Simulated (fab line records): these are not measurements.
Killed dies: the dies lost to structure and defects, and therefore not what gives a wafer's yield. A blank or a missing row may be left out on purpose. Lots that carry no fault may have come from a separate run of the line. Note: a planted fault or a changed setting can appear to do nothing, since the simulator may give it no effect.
Chamber matching	flow nandHarc	rieDiel-01 running NHARC_A_STAIRCASE_DESCUM_11: 4 sister chambers
The step chemistry O2, time 3 s. 18 wafers are shown with their chamber, then 9 later ones without.

== WAFERS, EACH WITH ITS CHAMBER ==
wafer	chamber	drypumpMotorCurrentA (A)	showerheadPlenumPTorr (Torr)	oesProductAu (a.u.)
L075.3	0	5.7	1.86	1.004
L075.4	3	5.2	2.00	1.008
L075.6	1	5.1	1.77	1.010
L081.1	2	5.1	1.92	0.993
L081.3	1	5.1	2.07	1.004
L081.5	0	5.7	1.85	1.000
L084.1	0	5.7	1.85	1.005
L084.3	3	5.1	1.99	1.010
L084.4	1	5.1	2.07	0.994
L088.1	3	5.2	1.98	1.004
L088.3	2	5.1	1.92	0.987
L088.5	3	5.1	1.98	1.004
L089.2	3	5.1	1.98	1.008
L089.5	1	5.0	2.07	0.990
L089.6	0	5.7	1.84	0.999
L087.1	3	5.1	1.98	1.008
L087.2	1	5.1	2.07	1.005
L087.3	0	5.7	1.84	1.002

SIGNATURES (means of the wafers above)
reading	chamber 0	chamber 1	chamber 2	chamber 3	scatter within a chamber
drypumpMotorCurrentA	5.700	5.080	5.100	5.133	0.039
showerheadPlenumPTorr	1.8480	2.0100	1.9200	1.9850	0.072
oesProductAu	1.00200	1.00060	0.99000	1.00700	0.00499
Rule: a wafer's distance from a chamber is the root of the sum, over the readings, of the square of ((its reading less the chamber's mean) divided by the reading's scatter). The wafer belongs to the nearest chamber; if the next one is less than 2 further off, it can't be placed. How the scatter is found: for the shown wafers, subtract from each reading the mean of its chamber, square and add these, divide the total by (wafers less chambers), then take the root.

== WAFERS WITHOUT THEIR CHAMBER ==
wafer	drypumpMotorCurrentA (A)	showerheadPlenumPTorr (Torr)	oesProductAu (a.u.)
L087.4	5.7	1.84	0.988
L087.5	5.1	1.98	1.005
L087.6	5.1	2.07	0.989
L096.2	5.7	1.84	0.996
L096.4	5.1	1.98	1.012
L096.5	5.1	1.98	1.012
L095.2	5.1	2.06	1.008
L095.4	5.7	1.84	1.002
L095.5	5.7	1.84	0.994

== CHAMBER TAKEN BY EACH ==
wafer	from the rows above	in truth
L087.4	0	0
L087.5	can't be placed: 3 or 1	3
L087.6	can't be placed: 2 or 1 or 3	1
L096.2	0	0
L096.4	can't be placed: 3 or 1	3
L096.5	can't be placed: 3 or 1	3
L095.2	can't be placed: 3 or 1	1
L095.4	0	0
L095.5	0	0
Correct placement for 4 of the 9. From these rows, 5 cannot be placed; in 5 the true chamber is one of the candidates. Placed wrongly: 0.
